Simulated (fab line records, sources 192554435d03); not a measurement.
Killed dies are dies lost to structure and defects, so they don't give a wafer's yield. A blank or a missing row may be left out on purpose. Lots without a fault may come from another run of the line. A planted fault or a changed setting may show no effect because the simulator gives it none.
fab line records | flow n5_finfet
record lots=7 wafers=21 last_day=19
route steps=1938 shown BEOL_M12@1616 BEOL_M15@1830
lots that met no fault: from a run of the same line without faults
start_h: hours from the record's first day to the start of the lot's first wafer shown | wait_h: hours since the lot's step before | " the same as in the row above | L1.1+2: a row that stands for several wafers | - no value, or no start given | * or withheld: withheld | < > ~ a bound
route shown NAME@n: a module of which the file shows steps, and the number in the route of the first | usual: mean/standard deviation of fault-free wafers | same: alike in all rows | chamber/n: place in a boat | sites: the reading at each site | _std_site: their standard deviation | _edge_site: outer sites' mean less inner sites' | radius_mm: how far each site lies from the wafer's centre | mask NAME#n: copy n | behind: the tool/chamber that last shaped the wafer | hold: why the lot was held/for how many hours/how that ended | device: the transistor (n, p or np) that didn't switch | end of line: the same wafers' tests at the end of the route | a step without rows: its recipe alone | killed: dies lost to structure and defects at the first sort, not the wafer's yield | map: a wafer's dies, x killed, . not, _ none there
set.NAME: the setting as run; set.NAME@STEP: as run at that earlier step | model.NAME: the simulator's own value behind a step, which no gauge read
steps of the route over a sample of lots; a table a step, a row a wafer
services: from which hour (start_h, from the record's first day; less than 0 if before it) a tool's chamber was out of use, for how many hours, and why
## steps
# step N5_BEOL_M12_ETCH_59
# recipe chemistry=N2/H2 target=BARC target_depth_a=890 overetch_a=267 time_s=67.9 ion_energy_ev=200 pressure_mtorr=30 source_w=840 bias_w=150 n2_flow_sccm=200 h2_flow_sccm=200
# usual drypump_motor_current_A=5.8/0.54 oes_product_au=0.67/0.057 rf_vpp_V=523.7/2.1 showerhead_plenum_p_Torr=2.54/0.064 throttle_valve_pct=17.97/0.27
# same time_s=67.9
# columns lot.wafer tool chamber start_h wait_h drypump_motor_current_A oes_product_au rf_hours_counter_h rf_vpp_V showerhead_plenum_p_Torr throttle_valve_pct
L589.2 rie_diel-01 0 264.88 0.0 6.5 0.70 85 522.2 2.47 17.84
L589.5 " 3 " " 5.2 0.63 - 523.8 2.55 18.24
L589.6 " 2 " " 5.0 0.79 - 525.7 2.59 17.38
L592.1 rie_diel-05 2 288.93 0.0 6.1 0.60 232 526.6 2.61 18.22
L592.3 " 1 " " 6.6 0.64 174 524.2 2.54 17.88
L592.5 " 1 " " 6.6 0.64 - 524.0 2.54 17.88
L601.2 rie_diel-04 3 359.29 0.0 5.5 0.71 79 524.0 2.58 17.91
L601.3 " 1 " " 6.2 0.73 47 520.8 2.47 17.66
L601.5 " 0 " " 6.2 0.72 - 525.1 2.59 17.67
L599.1 rie_diel-04 2 371.68 0.0 5.6 0.57 241 521.8 2.50 18.30
L599.4 " 1 " " 6.2 0.73 51 521.2 2.47 17.70
L599.6 " 0 " " 6.2 0.71 - 524.0 2.58 17.70
L605.3 rie_diel-04 0 395.80 0.0 6.2 0.69 61 526.2 2.58 17.71
L605.4 " 1 " " 6.2 0.73 58 521.8 2.47 17.68
L605.5 " 3 " " 5.5 0.70 - 525.3 2.57 17.92
L609.1 rie_diel-05 0 414.10 0.0 5.7 0.64 150 526.7 2.66 18.17
L609.2 " 1 " " 6.6 0.62 217 522.8 2.52 17.96
L609.5 " 2 " " 6.0 0.80 - 526.5 2.60 17.90
L607.4 rie_diel-01 2 415.51 0.0 5.0 0.72 - 524.9 2.57 17.49
L607.5 " 0 " " 6.5 0.66 - 519.4 2.45 17.94
L607.6 " 3 " " 5.2 0.60 - 522.4 2.53 18.33
# step N5_BEOL_M12_ETCH_68
# recipe chemistry=N2/H2 target=SOC mask_material=SiARC source_w=3000 bias_w=350 temp_c=40 time_s=285 ion_energy_ev=200 pressure_mtorr=30 n2_flow_sccm=200 h2_flow_sccm=200
# usual drypump_motor_current_A=5.8/0.51 oes_product_au=0.79/0.078 rf_vpp_V=523.8/1.9 showerhead_plenum_p_Torr=2.54/0.065 throttle_valve_pct=17.84/0.27
# same time_s=285
# columns lot.wafer tool chamber start_h wait_h drypump_motor_current_A oes_product_au rf_hours_counter_h rf_vpp_V showerhead_plenum_p_Torr throttle_valve_pct
L589.2 rie_diel-01 0 266.06 0.1 6.5 0.82 86 522.1 2.47 17.76
L589.5 " 3 " " 5.2 0.75 - 523.4 2.55 18.14
L589.6 " 2 " " 5.0 0.94 - 525.1 2.59 17.29
L592.1 rie_diel-01 3 289.98 0.1 5.2 0.73 170 524.1 2.54 18.15
L592.3 " 2 " " 5.0 0.92 25 524.2 2.59 17.32
L592.5 " 1 " " 5.6 0.72 - 522.5 2.52 18.08
L601.2 rie_diel-01 3 360.35 0.1 5.2 0.71 192 525.3 2.53 18.20
L601.3 " 2 " " 5.0 0.88 46 524.7 2.58 17.34
L601.5 " 0 " " 6.5 0.78 - 521.5 2.46 17.80
L599.1 rie_diel-01 0 372.87 0.1 6.5 0.78 122 521.6 2.46 17.81
L599.4 " 2 " " 5.0 0.86 51 525.3 2.57 17.34
L599.6 " 0 " " 6.5 0.79 - 521.6 2.46 17.80
L605.3 rie_diel-04 0 396.98 0.1 6.2 0.82 62 525.2 2.58 17.61
L605.4 " 3 " " 5.5 0.82 91 524.9 2.57 17.83
L605.5 " 0 " " 6.2 0.82 - 523.7 2.58 17.61
L609.1 rie_diel-04 0 415.17 0.1 6.2 0.82 69 525.7 2.58 17.62
L609.2 " 1 " " 6.3 0.83 66 521.2 2.47 17.59
L609.5 " 0 " " 6.2 0.81 - 523.7 2.58 17.60
L607.4 rie_diel-04 1 417.52 0.1 6.2 0.82 - 522.2 2.47 17.59
L607.5 " 0 " " 6.2 0.82 - 525.7 2.58 17.61
L607.6 " 3 " " 5.5 0.81 - 524.5 2.57 17.83
# step N5_BEOL_M12_TRENCH_ETCH_34
# recipe chemistry=C4F8/O2/Ar target=SiOC target_depth_a=3189.5 mask_material=SOC pressure_mtorr=30 source_w=3000 bias_w=700 Ar_flow_sccm=400 C4F8_flow_sccm=15 O2_flow_sccm=8 he_inner_torr=15 he_outer_torr=30 time_s=125.5 ion_energy_ev=250
# usual drypump_motor_current_A=5.8/0.51 oes_product_au=0.79/0.078 rf_vpp_V=665.2/2.3 showerhead_plenum_p_Torr=3.41/0.079 throttle_valve_pct=24.27/0.23
# columns lot.wafer tool chamber start_h wait_h drypump_motor_current_A oes_product_au rf_hours_counter_h rf_vpp_V showerhead_plenum_p_Torr throttle_valve_pct
L589.2 rie_diel-01 0 266.24 0.0 6.5 0.83 86 662.8 3.33 24.22
L589.5 " 3 " " 5.2 0.74 - 665.7 3.41 24.54
L589.6 " 2 " " 5.0 0.93 - 666.5 3.49 23.84
L592.1 rie_diel-01 3 290.17 0.0 5.2 0.72 170 664.2 3.40 24.54
L592.3 " 2 " " 5.0 0.91 25 667.4 3.49 23.85
L592.5 " 1 " " 5.7 0.73 - 664.3 3.39 24.41
L601.2 rie_diel-01 3 360.53 0.0 5.2 0.70 193 665.1 3.39 24.59
L601.3 " 2 " " 5.0 0.88 46 666.9 3.48 23.89
L601.5 " 0 " " 6.5 0.79 - 663.1 3.32 24.24
L599.1 rie_diel-01 0 373.05 0.0 6.5 0.79 122 661.8 3.32 24.26
L599.4 " 2 " " 5.0 0.87 51 667.6 3.47 23.89
L599.6 " 0 " " 6.5 0.78 - 661.8 3.32 24.26
L605.3 rie_diel-04 0 397.16 0.0 6.2 0.81 62 666.2 3.46 24.05
L605.4 " 3 " " 5.5 0.81 91 665.5 3.46 24.25
L605.5 " 0 " " 6.2 0.83 - 665.9 3.46 24.07
L609.1 rie_diel-04 0 415.36 0.0 6.2 0.80 69 666.7 3.46 24.07
L609.2 " 1 " " 6.2 0.83 66 662.8 3.32 24.07
L609.5 " 0 " " 6.2 0.81 - 666.7 3.46 24.07
L607.4 rie_diel-04 1 417.68 0.1 6.2 0.84 - 662.9 3.32 24.08
L607.5 " 0 " " 6.2 0.81 - 667.3 3.46 24.06
L607.6 " 3 " " 5.5 0.81 - 666.3 3.45 24.26
# step N5_BEOL_M12_OCD_MEAS_35
# usual trench_depth_nm=318/4.1
# columns lot.wafer tool chamber start_h wait_h trench_depth_nm
L589.2 ocd-01 - 266.40 0.0 323
L589.5 " - " " 316
L589.6 " - " " 325
L592.1 ocd-02 - 290.32 0.0 312
L592.3 " - " " 322
L592.5 " - " " 319
L601.2 ocd-01 - 360.69 0.0 312
L601.3 " - " " 322
L601.5 " - " " 552
L599.1 ocd-01 - 373.20 0.0 558
L599.4 " - " " 325
L599.6 " - " " 557
L605.3 ocd-01 - 397.32 0.0 319
L605.4 " - " " 318
L605.5 " - " " 321
L609.1 ocd-01 - 415.51 0.0 316
L609.2 " - " " 316
L609.5 " - " " 316
L607.4 ocd-01 - 417.79 0.0 320
L607.5 " - " " 316
L607.6 " - " " 319
# step N5_BEOL_M12_SPUTTER_44
# recipe material=Ta target_thk_a=100 temp_c=50 bias_v=80 power_w=15000 chamber_pressure_pa=0.07 time_s=16.13
# usual substrate_temp_c=50.01/0.13 throttle_valve_pct=29.8/1.1
# same time_s=16.13
# columns lot.wafer tool chamber start_h wait_h substrate_temp_c throttle_valve_pct
L589.2 pvd_sputter-03 - 268.50 0.0 50.07 29.2
L589.5 " - " " 50.00 28.9
L589.6 " - " " 49.97 31.0
L592.1 pvd_sputter-03 - 293.34 0.0 49.74 29.2
L592.3 " - " " 50.06 31.9
L592.5 " - " " 50.01 32.2
L601.2 pvd_sputter-02 - 365.06 0.0 50.06 28.4
L601.3 " - " " 49.88 31.2
L601.5 " - " " 49.81 31.4
L599.1 pvd_sputter-02 - 376.05 0.0 49.93 31.4
L599.4 " - " " 49.96 30.1
L599.6 " - " " 50.01 28.6
L605.3 pvd_sputter-02 - 398.16 0.0 49.81 28.4
L605.4 " - " " 50.02 30.2
L605.5 " - " " 50.06 28.4
L609.1 pvd_sputter-01 - 417.14 0.0 50.03 29.7
L609.2 " - " " 49.98 30.1
L609.5 " - " " 50.10 30.2
L607.4 pvd_sputter-01 - 420.18 0.0 49.99 29.1
L607.5 " - " " 50.06 28.9
L607.6 " - " " 49.77 30.4
# step N5_BEOL_M12_THK_MEAS_50
# recipe thk_meas_gauge=xrf reads=Cu_of_BEOL_M12_ECD_47
# usual M12_THK=315/4.8
# columns lot.wafer tool chamber start_h wait_h M12_THK[nm]
L589.2 film_metro-02 - 270.33 - 318
L589.5 " - " " 314
L589.6 " - " " 321
L592.1 film_metro-02 - 294.27 - 314
L592.3 " - " " 323
L592.5 " - " " 321
L601.2 film_metro-01 - 366.00 - 310
L601.3 " - " " 318
L601.5 " - " " 546
L599.1 film_metro-01 - 377.25 - 556
L599.4 " - " " 325
L599.6 " - " " 557
L605.3 film_metro-02 - 399.11 - 316
L605.4 " - " " 314
L605.5 " - " " 316
L609.1 film_metro-01 - 418.07 - 315
L609.2 " - " " 314
L609.5 " - " " 315
L607.4 film_metro-01 - 421.12 - 321
L607.5 " - " " 317
L607.6 " - " " 321
# step N5_BEOL_M12_RS_MEAS_54
# recipe thk_meas_gauge=four-point-probe reads=Cu_of_BEOL_M12_ECD_47+Ta_of_BEOL_M12_SPUTTER_44+TaN_of_BEOL_M12_SPUTTER_43
# usual M12_RS=0.0601/0.00088
# columns lot.wafer tool chamber start_h wait_h M12_RS[ohm/sq]
L589.2 film_metro-02 - 270.46 0.0 0.0590
L589.5 " - " " 0.0599
L589.6 " - " " 0.0584
L592.1 film_metro-01 - 294.40 0.0 0.0614
L592.3 " - " " 0.0594
L592.5 " - " " 0.0598
L601.2 film_metro-01 - 366.12 0.0 0.0614
L601.3 " - " " 0.0596
L601.5 " - " " 0.0340
L599.1 film_metro-02 - 377.38 0.0 0.0336
L599.4 " - " " 0.0588
L599.6 " - " " 0.0336
L605.3 film_metro-01 - 399.26 0.0 0.0599
L605.4 " - " " 0.0605
L605.5 " - " " 0.0598
L609.1 film_metro-02 - 418.20 0.0 0.0608
L609.2 " - " " 0.0607
L609.5 " - " " 0.0607
L607.4 film_metro-02 - 421.24 0.0 0.0594
L607.5 " - " " 0.0602
L607.6 " - " " 0.0595
# step N5_BEOL_M15_RC_MEAS_101
# usual COMB_M10=1.4e-11/3e-12 COMB_M11=1.49e-11/2.9e-12 COMB_M13=4.7e-12/9.3e-13 COMB_M14=3.4e-12/7.4e-13 COMB_M15=2.3e-12/5.6e-13 COMB_M5=3.5e-11/7.8e-12 COMB_M6=2.5e-11/4.9e-12 COMB_M7=2.5e-11/4.9e-12 COMB_M8=2.4e-11/4.4e-12 COMB_M9=1.5e-11/3.1e-12 SERP_M10=3.07/0.079 SERP_M11=3.07/0.065 SERP_M12=0.640/0.016 SERP_M12_max_site=0.654/0.017 SERP_M13=0.309/0.0053 SERP_M14=0.1612/0.0029 SERP_M5=39.1/1.3 SERP_M6=13.8/0.44 SERP_M7=14.0/0.46 SERP_M8=14.1/0.47 SERP_M9=3.06/0.068 SERP_M9_max_site=3.16/0.073
# columns lot.wafer tool chamber start_h wait_h COMB_M10[S/m] COMB_M11[S/m] COMB_M13[S/m] COMB_M14[S/m] COMB_M15[S/m] COMB_M5[S/m] COMB_M6[S/m] COMB_M7[S/m] COMB_M8[S/m] COMB_M9[S/m] SERP_M10[ohm/um] SERP_M11[ohm/um] SERP_M12[ohm/um] SERP_M12_max_site[ohm/um] SERP_M13[ohm/um] SERP_M14[ohm/um] SERP_M5[ohm/um] SERP_M6[ohm/um] SERP_M7[ohm/um] SERP_M8[ohm/um] SERP_M9[ohm/um] SERP_M9_max_site[ohm/um]
L589.2 prober-01 0 285.61 0.2 1e-11 1.28e-11 5.8e-12 3.6e-12 3.5e-12 3.6e-11 2.9e-11 2.4e-11 2.6e-11 1e-11 3.09 3.03 0.638 0.647 0.318 0.1586 39.4 13.5 14.0 14.7 3.04 3.15
L589.5 " 0 " " 1.1e-11 1.39e-11 6.8e-12 3.7e-12 2.7e-12 3.8e-11 2e-11 2.6e-11 2.4e-11 1.2e-11 3.04 3.10 0.636 0.663 0.306 0.1581 41.1 13.7 13.9 13.5 3.00 3.04
L589.6 " 0 " " 1.5e-11 1.04e-11 6e-12 3.1e-12 2.7e-12 4.1e-11 2.8e-11 2.4e-11 2.6e-11 1.3e-11 2.99 2.98 0.610 0.623 0.311 0.1647 39.8 13.4 14.2 13.8 3.15 3.20
L592.1 prober-01 0 310.19 0.0 1.8e-11 2.21e-11 5.3e-12 3.9e-12 2.4e-12 4.2e-11 2e-11 2.8e-11 2.8e-11 1.6e-11 3.07 3.01 0.640 0.659 0.309 0.1657 39.6 13.3 13.7 15.1 3.04 3.09
L592.3 " 0 " " 1.9e-11 1.93e-11 6.2e-12 4e-12 2.5e-12 3.2e-11 2.6e-11 3.4e-11 2e-11 1.6e-11 3.10 3.12 0.627 0.641 0.311 0.1558 38.6 13.9 14.3 13.9 3.09 3.17
L592.5 " 0 " " 2.2e-11 1.52e-11 6e-12 3.5e-12 2.9e-12 3.1e-11 2.4e-11 3.4e-11 3.4e-11 2.3e-11 3.10 3.02 0.623 0.646 0.301 0.1587 38.0 13.8 14.2 14.7 3.17 3.24
L601.2 prober-02 0 388.79 0.2 1.3e-11 1.65e-11 3e-12 4.1e-12 2.1e-12 4.3e-11 3.1e-11 2.1e-11 3e-11 1.3e-11 3.11 2.98 0.656 0.666 0.307 0.1650 41.3 13.3 13.5 14.0 3.01 3.07
L601.3 " 0 " " 1.8e-11 9.5e-12 4.2e-12 3.7e-12 1.5e-12 3.1e-11 2.3e-11 2.4e-11 2.2e-11 1.3e-11 3.09 3.08 0.629 0.644 0.312 0.1622 39.8 13.3 13.9 15.6 2.99 3.09
L601.5 " 0 " " 2e-11 1.73e-11 2.8e-12 2.5e-12 1.7e-12 4.2e-11 2.3e-11 2.7e-11 2.7e-11 1.4e-11 3.03 3.11 0.369 0.375 0.307 0.1628 39.9 13.9 12.8 13.5 2.92 3.13
L599.1 prober-02 0 403.61 0.0 1.2e-11 1.59e-11 5.1e-12 1.8e-12 1.3e-12 2.6e-11 2.4e-11 2.5e-11 2.2e-11 1.2e-11 3.02 3.03 0.352 0.361 0.305 0.1609 36.3 14.3 14.4 14.0 3.11 3.18
L599.4 " 0 " " 1.1e-11 1.09e-11 5e-12 3.2e-12 1.6e-12 2e-11 2.9e-11 2.7e-11 3.1e-11 1.5e-11 3.07 3.09 0.626 0.634 0.302 0.1553 39.5 14.0 14.4 14.3 3.05 3.17
L599.6 " 0 " " 1.4e-11 1.08e-11 4.5e-12 3.4e-12 2.4e-12 2.5e-11 3.1e-11 3.6e-11 2.9e-11 1e-11 3.08 2.93 0.353 0.364 0.308 0.1643 38.4 13.9 14.0 14.0 3.02 3.13
L605.3 prober-02 0 415.13 0.3 1.2e-11 1.92e-11 5.1e-12 3.3e-12 2.1e-12 3.9e-11 3e-11 2.4e-11 2.6e-11 1.1e-11 3.21 3.04 0.636 0.658 0.309 0.1622 39.5 13.7 13.4 13.4 3.15 3.22
L605.4 " 0 " " 2.1e-11 1.51e-11 4.2e-12 3.5e-12 1.9e-12 3.4e-11 1.9e-11 2.4e-11 2e-11 7e-12 2.99 3.02 0.624 0.631 0.314 0.1620 37.8 13.6 14.0 13.2 3.12 3.17
L605.5 " 0 " " 1.5e-11 1.48e-11 3.3e-12 3.4e-12 2.2e-12 4e-11 2.8e-11 2e-11 2.5e-11 1.3e-11 2.93 3.09 0.630 0.640 0.315 0.1641 38.6 14.0 13.7 13.7 3.10 3.14
L609.1 prober-01 0 436.38 0.0 1.2e-11 1.14e-11 6e-12 4.3e-12 2.2e-12 3.2e-11 2.5e-11 2.5e-11 2.2e-11 1.6e-11 3.18 3.12 0.644 0.661 0.302 0.1583 38.3 14.3 14.0 13.5 3.02 3.10
L609.2 " 0 " " 1.5e-11 1.38e-11 6.2e-12 3.9e-12 2.8e-12 2.9e-11 2.8e-11 2.4e-11 2.5e-11 1.4e-11 3.14 3.08 0.638 0.657 0.316 0.1587 39.0 13.7 14.3 13.9 2.98 3.05
L609.5 " 0 " " 1.2e-11 1e-11 6.1e-12 4.2e-12 2.3e-12 2.5e-11 2e-11 3.3e-11 3e-11 1.3e-11 3.11 3.05 0.641 0.644 0.310 0.1623 36.8 13.9 13.9 14.2 3.04 3.10
L607.4 prober-02 0 440.40 0.5 1.2e-11 8.4e-12 5.2e-12 6.4e-12 1.4e-12 3.2e-11 2.8e-11 2.3e-11 1.7e-11 1.3e-11 3.01 3.13 0.621 0.629 0.304 0.1631 37.9 14.0 13.7 13.3 3.14 3.20
L607.5 " 0 " " 1.2e-11 1.53e-11 4.1e-12 3.1e-12 2.4e-12 2.8e-11 1.6e-11 2.2e-11 1.7e-11 1.3e-11 3.04 3.09 0.639 0.656 0.306 0.1669 37.1 13.8 13.9 13.9 3.18 3.34
L607.6 " 0 " " 1.3e-11 1.33e-11 3.7e-12 4.3e-12 2.3e-12 3.3e-11 3.5e-11 1.7e-11 2e-11 1.4e-11 2.91 3.20 0.622 0.639 0.307 0.1630 38.4 14.4 13.8 14.0 3.12 3.22
# sites SERP_M12 radius_mm=0,75,75,75,75,140,140,140,140
L589.2 0.638 0.638 0.632 0.644 0.647 0.631 0.643 0.627 0.639
L592.1 0.640 0.650 0.637 0.635 0.639 0.635 0.658 0.650 0.659
L601.2 0.660 0.661 0.646 0.652 0.666 0.662 0.656 0.651 0.655
L599.1 0.357 0.348 0.356 0.352 0.352 0.351 0.360 0.361 0.348
L605.3 0.617 0.635 0.636 0.630 0.633 0.658 0.639 0.648 0.638
L609.1 0.627 0.640 0.636 0.644 0.651 0.647 0.633 0.661 0.659
L607.4 0.608 0.621 0.626 0.623 0.608 0.629 0.621 0.608 0.621
## services
# columns tool chamber start_h hours kind
pvd_sputter-02 - 265.13 12.8 repair
rie_diel-04 2 287.32 7.5 repair
rie_diel-04 2 308.08 5.8 repair
rie_diel-05 2 313.06 5.9 repair
rie_diel-04 2 326.28 1.8 repair
rie_diel-05 2 352.26 - clean
rie_diel-05 2 352.26 - consumable_replace:focus_ring
rie_diel-05 2 352.26 21.1 scheduled_down
rie_diel-05 2 352.26 21.1 vent_cycle
pvd_sputter-03 - 361.72 2.7 repair
rie_diel-04 2 401.84 - clean
rie_diel-04 2 401.84 - consumable_replace:focus_ring
rie_diel-04 2 401.84 26.5 scheduled_down
rie_diel-04 2 401.84 26.5 vent_cycle
rie_diel-01 1 406.85 - clean
rie_diel-01 1 406.85 - consumable_replace:focus_ring
rie_diel-01 1 406.85 20.1 scheduled_down
rie_diel-01 1 406.85 20.1 vent_cycle
rie_diel-05 - 414.47 4.0 pm
rie_diel-05 - 418.47 2.8 pm
## key
first_sign step=N5_BEOL_M12_OCD_MEAS_35 reading=trench_depth_nm direction=up sigmas=58 usual=318 struck=556
effect step=N5_BEOL_M12_THK_MEAS_50 reading=M12_THK direction=up sigmas=49 usual=315 struck=553
effect step=N5_BEOL_M12_RS_MEAS_54 reading=M12_RS direction=down sigmas=30 usual=0.0601 struck=0.0337
effect step=N5_BEOL_M15_RC_MEAS_101 reading=SERP_M12 direction=down sigmas=18 usual=0.640 struck=0.358
met_at N5_BEOL_M12_TRENCH_ETCH_34
struck_lots L599,L601
struck_wafers L599.1,L599.6,L601.5
not_acting_at N5_BEOL_M12_ETCH_59,N5_BEOL_M12_ETCH_68,N5_BEOL_M12_SPUTTER_44
onset_between 266.24 360.53
fault kind=process_parameter_drift tool=rie_diel-01 chamber=0 onset_h=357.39 steps=N5_BEOL_M12_TRENCH_ETCH_34 channel=time_s offset=* shape=step end_h=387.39 acts_in=* stated=*
